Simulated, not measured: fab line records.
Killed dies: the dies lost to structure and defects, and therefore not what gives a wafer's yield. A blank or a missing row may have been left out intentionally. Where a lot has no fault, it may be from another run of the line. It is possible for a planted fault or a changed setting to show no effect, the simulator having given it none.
Chamber matching + flow n5 finfet + N5_FIN_SAQP_STRIP_70 on rie diel-04: 4 sister chambers
The step strips in N2/H2. 20 wafers are shown with their chamber, then 10 later ones without.

WAFERS, EACH WITH ITS CHAMBER
| wafer  | chamber | throttle valve pct (%) | showerhead plenum p Torr (Torr) | drypump motor current A (A) |
|--------|---------|------------------------|---------------------------------|-----------------------------|
| L074.1 | 3       | 18.7                   | 3.28                            | 5.1                         |
| L074.3 | 0       | 18.5                   | 3.28                            | 6.0                         |
| L074.4 | 3       | 18.7                   | 3.28                            | 5.2                         |
| L077.3 | 2       | 18.6                   | 3.37                            | 6.0                         |
| L077.5 | 3       | 18.7                   | 3.28                            | 5.2                         |
| L077.6 | 2       | 18.7                   | 3.37                            | 6.0                         |
| L078.1 | 2       | 18.7                   | 3.37                            | 6.0                         |
| L078.2 | 0       | 18.5                   | 3.27                            | 6.0                         |
| L078.3 | 1       | 19.5                   | 3.49                            | 5.9                         |
| L080.1 | 3       | 18.7                   | 3.27                            | 5.2                         |
| L080.4 | 0       | 18.5                   | 3.27                            | 6.0                         |
| L080.5 | 1       | 19.5                   | 3.49                            | 5.9                         |
| L081.1 | 1       | 19.5                   | 3.48                            | 5.8                         |
| L081.2 | 3       | 18.7                   | 3.27                            | 5.2                         |
| L081.6 | 1       | 19.5                   | 3.48                            | 5.8                         |
| L082.1 | 1       | 19.5                   | 3.48                            | 5.9                         |
| L082.3 | 0       | 18.5                   | 3.27                            | 6.0                         |
| L082.4 | 3       | 18.7                   | 3.27                            | 5.2                         |
| L083.3 | 0       | 18.5                   | 3.27                            | 6.0                         |
| L083.5 | 3       | 18.7                   | 3.27                            | 5.2                         |

SIGNATURES (averages over the wafers above)
| reading                  | chamber 0 | chamber 1 | chamber 2 | chamber 3 | scatter within a chamber |
|--------------------------|-----------|-----------|-----------|-----------|--------------------------|
| throttle valve pct       | 18.500    | 19.500    | 18.667    | 18.700    | 0.0204                   |
| showerhead plenum p Torr | 3.2720    | 3.4840    | 3.3700    | 3.2743    | 0.00482                  |
| drypump motor current A  | 6.000     | 5.860     | 6.000     | 5.186     | 0.0359                   |
Rule: distance of a wafer from a chamber = root of the sum over the readings of ((wafer's reading minus chamber's mean) / reading's scatter) squared. The wafer belongs to the nearest chamber; if the next one is less than 2 further off, it can't be placed. How the scatter is found: for the shown wafers, subtract from each reading the mean of its chamber, square and add these, divide the total by (wafers less chambers), then take the root.

WAFERS WHOSE CHAMBER IS MISSING
| wafer  | throttle valve pct (%) | showerhead plenum p Torr (Torr) | drypump motor current A (A) |
|--------|------------------------|---------------------------------|-----------------------------|
| L083.6 | 18.7                   | 3.36                            | 6.0                         |
| L092.2 | 19.5                   | 3.47                            | 5.8                         |
| L092.3 | 18.6                   | 3.26                            | 6.0                         |
| L092.5 | 19.5                   | 3.47                            | 5.9                         |
| L094.2 | 19.5                   | 3.47                            | 5.8                         |
| L094.4 | 18.6                   | 3.25                            | 5.9                         |
| L094.5 | 19.5                   | 3.47                            | 5.8                         |
| L096.3 | 19.5                   | 3.47                            | 5.8                         |
| L096.5 | 19.6                   | 3.47                            | 5.9                         |
| L096.6 | 18.6                   | 3.25                            | 6.0                         |

WHICH CHAMBER EACH ONE RAN IN
| wafer  | from the rows above | in truth |
|--------|---------------------|----------|
| L083.6 | 2                   | 2        |
| L092.2 | 1                   | 1        |
| L092.3 | 0                   | 0        |
| L092.5 | 1                   | 1        |
| L094.2 | 1                   | 1        |
| L094.4 | 0                   | 0        |
| L094.5 | 1                   | 1        |
| L096.3 | 1                   | 1        |
| L096.5 | 1                   | 1        |
| L096.6 | 0                   | 0        |
Placed correctly: 10 of 10. Left unplaced by these rows: 0. Placed wrongly: 0.
